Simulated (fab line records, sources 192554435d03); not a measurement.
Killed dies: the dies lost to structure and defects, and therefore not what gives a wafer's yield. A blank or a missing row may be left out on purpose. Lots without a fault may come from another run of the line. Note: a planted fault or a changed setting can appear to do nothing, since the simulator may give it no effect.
Matching of chambers / flow n5-finfet / 4 sister chambers for N5_BEOL_M0_ETCH_109 on rie-diel-03
The step etches SiCN in CH3F/O2, target depth 8 nm, overetch 2.4 nm, time 27.4 s. 4 wafers are shown with their chamber, then 9 later ones without.

== EACH WAFER AND ITS CHAMBER ==
wafer=L084.3; chamber=1; showerhead-plenum-p-Torr (Torr)=1.97
wafer=L091.1; chamber=3; showerhead-plenum-p-Torr (Torr)=1.95
wafer=L091.3; chamber=0; showerhead-plenum-p-Torr (Torr)=2.04
wafer=L091.4; chamber=2; showerhead-plenum-p-Torr (Torr)=2.03

== WAFERS WITHOUT THEIR CHAMBER ==
wafer=L092.2; showerhead-plenum-p-Torr (Torr)=2.03
wafer=L092.4; showerhead-plenum-p-Torr (Torr)=2.03
wafer=L092.6; showerhead-plenum-p-Torr (Torr)=1.96
wafer=L095.1; showerhead-plenum-p-Torr (Torr)=2.03
wafer=L095.3; showerhead-plenum-p-Torr (Torr)=1.95
wafer=L095.4; showerhead-plenum-p-Torr (Torr)=2.03
wafer=L096.2; showerhead-plenum-p-Torr (Torr)=1.95
wafer=L096.3; showerhead-plenum-p-Torr (Torr)=2.03
wafer=L096.4; showerhead-plenum-p-Torr (Torr)=2.03

== THE CHAMBER EACH PASSED THROUGH ==
wafer=L092.2; from the rows above=2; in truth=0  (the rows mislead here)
wafer=L092.4; from the rows above=2; in truth=2
wafer=L092.6; from the rows above=can't be placed: 1 or 3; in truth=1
wafer=L095.1; from the rows above=2; in truth=2
wafer=L095.3; from the rows above=3; in truth=3
wafer=L095.4; from the rows above=2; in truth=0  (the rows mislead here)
wafer=L096.2; from the rows above=3; in truth=3
wafer=L096.3; from the rows above=2; in truth=2
wafer=L096.4; from the rows above=2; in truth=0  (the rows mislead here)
Correctly placed: 5 of 9. Unplaceable from these rows: 1, with the true chamber sitting among the candidates in 1. Placed wrongly: 3.
How it was worked out, from the rows above alone: a wafer's distance from a chamber is the root of the sum, over the readings, of the square of ((its reading less the chamber's mean) divided by the reading's scatter). The wafer belongs to the nearest chamber; if the next one is less than 2 further off, it can't be placed. For every chamber, the mean is computed from those of its wafers that are shown. The scatter: root of mean squared gap, hidden wafer to nearest shown wafer, with one shown wafer a chamber.
